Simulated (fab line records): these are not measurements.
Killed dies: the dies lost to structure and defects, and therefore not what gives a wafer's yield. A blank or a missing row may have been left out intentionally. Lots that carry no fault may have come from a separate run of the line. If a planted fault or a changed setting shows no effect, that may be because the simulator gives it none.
Matching of chambers	flow nand harc	NHARC_A_CHANNEL_FILL_D1_ETCHBACK_20 on rie diel-09: 4 sister chambers
The step etches the open film in C4F8/O2/Ar, target depth 27 nm, time 13.5 s. 8 wafers are shown with their chamber, then 7 later ones without.

## WAFERS PAIRED WITH THEIR CHAMBERS
wafer	chamber	rf vpp V (V)	oes product au (a.u.)
L078.2	1	977	0.93
L078.5	1	975	0.93
L082.4	2	977	0.92
L083.2	2	974	0.99
L087.2	3	982	1.01
L087.5	3	982	1.01
L089.1	0	982	0.96
L089.4	0	981	0.96

## WAFERS WHOSE CHAMBER IS MISSING
wafer	rf vpp V (V)	oes product au (a.u.)
L089.5	983	0.96
L090.1	976	1.00
L090.2	976	1.00
L090.5	976	1.00
L097.1	976	0.93
L097.3	982	0.93
L097.6	976	0.98

## WHICH CHAMBER EACH WENT THROUGH
wafer	from the rows above	in truth
L089.5	can't be placed: 0 or 3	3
L090.1	can't be placed: 2 or 1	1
L090.2	can't be placed: 2 or 1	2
L090.5	can't be placed: 2 or 1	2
L097.1	can't be placed: 1 or 2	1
L097.3	can't be placed: 0 or 3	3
L097.6	can't be placed: 2 or 1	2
0 of 7 placed correctly. Not placeable from these rows: 7 (in 7, the candidates include the true chamber). Wrongly placed: 0.
How it was worked out, from the rows above alone: a wafer's distance from a chamber is the root of the sum, over the readings, of the square of ((its reading less the chamber's mean) divided by the reading's scatter). If the next closest chamber is less than 2 further off than the closest, the wafer can't be placed; otherwise it belongs to the closest. The mean given for a chamber averages the wafers shown for that chamber. The scatter is the square root of a quotient: the sum, over the shown wafers, of each reading's squared deviation from its chamber's mean, divided by wafers minus chambers.
